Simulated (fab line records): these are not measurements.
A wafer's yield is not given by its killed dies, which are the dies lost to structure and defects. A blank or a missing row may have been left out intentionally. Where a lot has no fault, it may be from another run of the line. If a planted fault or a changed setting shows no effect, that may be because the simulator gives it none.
The same fault as seen by 3 desks + flow nand_harc + only its own numbers are on each desk; what lay behind them is given at the end

FROM THE METROLOGY DESK
What the gauges read, lot by lot, whatever tool the lot ran on: means of the sampled wafers that have a number. A lot is out of limits, marked OUT, if its mean lies more than 4 standard deviations from the usual mean; the brackets give that distance. It has 9 readings; the 7 that lie furthest out on some lot are the ones shown.
Columns: A = thk_nm at NHARC_A_ONON_D2_THK_MEAS_21, usual 1001 nm; B = thk_nm at NHARC_A_ONON_D2_THK_MEAS_27, usual 1004 nm; C = thk_nm at NHARC_A_ONON_D2_THK_MEAS_30, usual 1000 nm; D = cd_nm at NHARC_A_CHANNEL_HOLE_D2_CD_MEAS_10, usual 100.1 nm; E = overlay_x_nm at NHARC_A_CHANNEL_HOLE_D2_OVL_MEAS_11, usual -0.1 nm; F = overlay_y_nm at NHARC_A_CHANNEL_HOLE_D2_OVL_MEAS_11, usual -0.1 nm; G = cd_nm at NHARC_A_CHANNEL_HOLE_D2_CD_MEAS_18, usual 100.3 nm
| lot  | first seen here | A    | B    | C    | D     | E    | F    | G     |
|------|-----------------|------|------|------|-------|------|------|-------|
| L245 | day 13 10:10    | 1006 | 993  | 982  | 101.2 | 0.8  | -1.0 | 102.6 |
| L254 | day 16 15:26    | 1016 | 1018 | 1006 | 99.4  | -0.3 | 0.8  | 100.1 |
| L257 | day 17 18:23    | 993  | 1005 | 1006 | 100.3 | -0.1 | 0.7  | 100.4 |
| L259 | day 18 10:25    | 1001 | 986  | 1014 | 100.0 | -1.0 | -0.7 | 100.0 |
| L267 | day 22 04:40    | 1013 | 982  | 986  | 100.0 | -0.1 | -0.5 | 99.2  |
| L268 | day 22 10:53    | 1016 | 1006 | 995  | 100.2 | -1.5 | -0.3 | 98.9  |
This desk's verdict: no lot among the 6 shows anything out of limits.

TOOL OWNER'S DESK, pecvd-04
The tool's own readings at NHARC_A_CHANNEL_HOLE_D2_DEP_01 (deposits SiON, target thk 140 nm): means of the sampled wafers that have a number, for each lot that ran on this tool. A lot is out of limits, marked OUT, if its mean lies more than 4 standard deviations from the usual mean; the brackets give that distance.
Columns: A = chamber_pressure_Torr at NHARC_A_CHANNEL_HOLE_D2_DEP_01, usual 3.500 Torr; B = heater_power_w at NHARC_A_CHANNEL_HOLE_D2_DEP_01, usual 736 W
| lot  | first seen here | A     | B   |
|------|-----------------|-------|-----|
| L245 | day 13 14:42    | 3.502 | 844 |
| L257 | day 18 04:08    | 3.497 | 733 |
| L259 | day 18 14:41    | 3.497 | 785 |
This desk's verdict: no lot among the 3 shows anything out of limits.

THE DEFECT DESK
What the inspections along the route counted, lot by lot: means of the sampled wafers that have a number. A lot is out of limits, marked OUT, if its mean lies more than 4 standard deviations from the usual mean; the brackets give that distance.
Columns: A = raw_defect_count at NHARC_A_ONON_D2_INSPECT_32, usual 373; B = raw_defect_count at NHARC_A_CHANNEL_HOLE_D2_INSPECT_12, usual 26; C = raw_defect_count at NHARC_A_CHANNEL_HOLE_D2_INSPECT_40, usual 267
| lot  | first seen here | A   | B             | C              |
|------|-----------------|-----|---------------|----------------|
| L245 | day 13 12:24    | 346 | 4             | 217            |
| L254 | day 16 17:46    | 277 | 11            | 232            |
| L257 | day 17 20:46    | 278 | 718 (+33) OUT | 886 (+7.6) OUT |
| L259 | day 18 12:40    | 644 | 414 (+18) OUT | 770 (+6.2) OUT |
| L267 | day 22 06:55    | 379 | 6             | 271            |
| L268 | day 22 13:08    | 331 | 23            | 232            |
This desk finds L257, L259 out of limits, L257 being first, at day 18 04:52 (raw_defect_count at NHARC_A_CHANNEL_HOLE_D2_INSPECT_12). L245, L254, L267, L268 stayed within limits.

ALL TOGETHER
The defect desk could have raised an alarm at day 18 04:52, on L257, L259.
Nothing out of limits was seen by the metrology desk.
Nothing out of limits was seen by the tool owner's desk.
The metrology desk has L257, L259 on record, within its limits.
Tool owner's desk: L257, L259 on record, inside its limits.
On pecvd-04, each named lot ran NHARC_A_CHANNEL_HOLE_D2_DEP_01.

WHAT THE SIMULATOR PUT IN
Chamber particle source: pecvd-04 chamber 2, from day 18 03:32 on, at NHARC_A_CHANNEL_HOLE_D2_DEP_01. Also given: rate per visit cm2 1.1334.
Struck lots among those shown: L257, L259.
Hours from the fault's start to each desk's first reading out of limits: the defect desk, 1.
